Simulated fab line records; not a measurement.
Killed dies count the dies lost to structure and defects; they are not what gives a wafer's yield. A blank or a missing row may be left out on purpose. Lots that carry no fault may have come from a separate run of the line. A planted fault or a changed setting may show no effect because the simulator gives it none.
Which of the tools did it?	flow nand-harc	6 lots with 18 wafers sampled at 2 steps, on a route of 1159 steps

== WHAT THE GAUGES SHOWED, per wafer ==
NHARC_A_M1_THK_MEAS_24: measures by xrf.
lot	measured	on	thk-nm (nm)
L593	day 18 03:12	film-metro-01	154.7 154.9 152.8
L596	day 18 07:31	film-metro-02	154.1 155.8 154.2
L601	day 20 07:06	film-metro-02	156.7 155.3 156.8
L602	day 20 17:12	film-metro-02	155.2 154.8 157.3
L605	day 21 19:51	film-metro-01	157.0 154.6 156.0
L614	day 23 14:09	film-metro-01	155.2 155.4 153.6

== EACH LOT AND THE TOOL THAT RAN IT (in order: tool; ch and the chambers of the sampled wafers; start) ==
lot	NHARC_A_M1_PRE_CLEAN_30
L593	pvd-sputter-03, day 18 03:12 or earlier
L596	pvd-sputter-02, day 18 07:31 or earlier
L601	pvd-sputter-01, day 20 07:06 or earlier
L602	pvd-sputter-01, day 20 17:12 or earlier
L605	pvd-sputter-01, day 21 19:51 or earlier
L614	pvd-sputter-01, day 23 14:09 or earlier
- NHARC_A_M1_PRE_CLEAN_30: time 30 s.

== THE ANSWER, worked out from the rows above alone ==
Rule: usual is defined by the lots themselves. Put in order of their means at a reading, lots are off if they are a third of the lots or fewer, leave a main group of 4 or more, and stand apart from it by a gap of 3 or more times the standard deviation of the main group's means; of several such gaps the widest counts. The tables above print the reading to a certain number of digits; a main group whose means all agree to those digits is not used. Also off: a lot with no number at a reading for which 4 or more lots have one. The other lots that the step has rows for count as sound.
Nothing can be told from this: no lot is off at any reading shown.

== WHAT HAD BEEN PUT IN BY THE SIMULATOR ==
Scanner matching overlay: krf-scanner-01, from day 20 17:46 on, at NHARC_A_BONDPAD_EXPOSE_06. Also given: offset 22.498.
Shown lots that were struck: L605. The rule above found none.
